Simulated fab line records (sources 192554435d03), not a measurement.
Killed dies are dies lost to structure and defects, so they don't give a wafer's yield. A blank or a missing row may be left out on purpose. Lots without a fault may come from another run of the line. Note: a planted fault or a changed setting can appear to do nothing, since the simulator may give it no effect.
Lot-split experiment ; flow n5_finfet ; route with 1938 steps; 7 lots, 21 wafers read

ABOUT THE SPLIT
At N5_HKMG_FIN_HK_ALD_01 (deposits HfO2, target thk 1.6 nm, pulse time 3 s, purge time 3 s), the setting ald_cycles was moved away from the recipe's 30 on 6 of the 21 wafers read, by -13.3% to +16.7%. This setting was run at the recipe's value on the other wafers.

THE PATH FROM SPLIT TO READING: the file shows 1 step between them
- N5_HKMG_FIN_ALD_36: deposits TiN, target thk 1 nm, pulse time 1 s, purge time 3 s (also split here: temp_c)

THE READING
HK_THK, in nm, at N5_HKMG_FIN_THK_MEAS_70 (measures by xrf). Typical for fault-free wafers on this fab line: 1.606 nm, with standard deviation 0.02 nm.

wafer;tool, chamber at the split;ald_cycles as run;against the recipe;HK_THK, nm;against lot-mates on the recipe
L074.2;ald_hk-02, 0,1;30;recipe;1.618;-
L074.3;ald_hk-02, 0,1;30;recipe;1.590;-
L074.6;ald_hk-02, 3;26;-13.3%;1.379;-0.225
L078.4;ald_hk-03, 0,1,0;30;recipe;1.591;-
L078.5;ald_hk-03, 0,1,0;30;recipe;1.575;-
L078.6;ald_hk-03, 0,1,0;30;recipe;1.606;-
L080.1;ald_hk-01, 2,3,2;30;recipe;1.658;-
L080.5;ald_hk-01, 2,3,2;30;recipe;1.611;-
L080.6;ald_hk-01, 2,3,2;30;recipe;1.638;-
L081.3;ald_hk-03, 2;30;recipe;1.606;-
L081.4;ald_hk-03, 3,1;33;+10.0%;1.753;+0.147
L081.5;ald_hk-03, 3,1;33;+10.0%;1.740;+0.134
L089.2;ald_hk-03, 3,1;30;recipe;1.597;-
L089.4;ald_hk-03, 3,1;30;recipe;1.588;-
L089.5;ald_hk-03, 2;35;+16.7%;1.874;+0.282
L092.1;ald_hk-02, 2;34;+13.3%;1.795;+0.181
L092.3;ald_hk-02, 0;30;recipe;1.620;-
L092.5;ald_hk-02, 0;30;recipe;1.608;-
L095.1;ald_hk-03, 1,0;30;recipe;1.626;-
L095.2;ald_hk-03, 1,0;30;recipe;1.593;-
L095.3;ald_hk-03, 3;27;-10.0%;1.444;-0.165
Rows listing several chambers each stand for several wafers; the file does not say which wafer went through which chamber.

THE FIT
A straight line over all 21 wafers: HK_THK changes by +0.0155 nm for each +1% of ald_cycles; r = +0.98; the points scatter about the line by 0.02 nm.
The same after taking each lot's own level away (the mean of its wafers on the recipe; 21 wafers): +0.0157 nm for each +1%; r = +0.99; scatter 0.016 nm.
The reading moves by 0.26 nm for the largest change in ald_cycles, on that fit.
Across the lots, their own levels run from 1.5907 to 1.6357 nm, a range of 2.2 times the standard deviation given above.
So the lot-to-lot level changes the slope little: the two slopes agree.
Check: for one of the wafers moved furthest among these (+16.7%), held out of the fit, the line's prediction against its lot-mates is +0.248 nm. Against them it came out at +0.282 nm.

ADDITIONAL SPLITS CARRIED BY THESE WAFERS
Other splits were also applied to these wafers ahead of the reading. Each is held against what the fit with the lots' levels taken away leaves over:
other split on the same wafers;wafers away from the commonest value;r with HK_THK (lot level and that fit taken away)
N5_ZERO_LAYER_PECVD_02 time_s;10;-0.13
N5_ZERO_LAYER_DEVELOP_10 develop_time_s;8;-0.05
N5_FIN_SAQP_SPACER1_ALD_24 ald_cycles;5;-0.46
N5_FIN_SAQP_ETCH_65 time_s;9;-0.12
N5_SPACER0_ALD_00 ald_cycles;11;+0.16
N5_ILD0_CMP_03 down_force_psi;7;-0.02
N5_SDB_COAT_05 spin_rpm;7;-0.01
N5_HKMG_FIN_ALD_36 temp_c;8;+0.17

FILE'S OWN FIT
HK_THK changes by +0.0158 nm for each +1% of ald_cycles, r = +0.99.
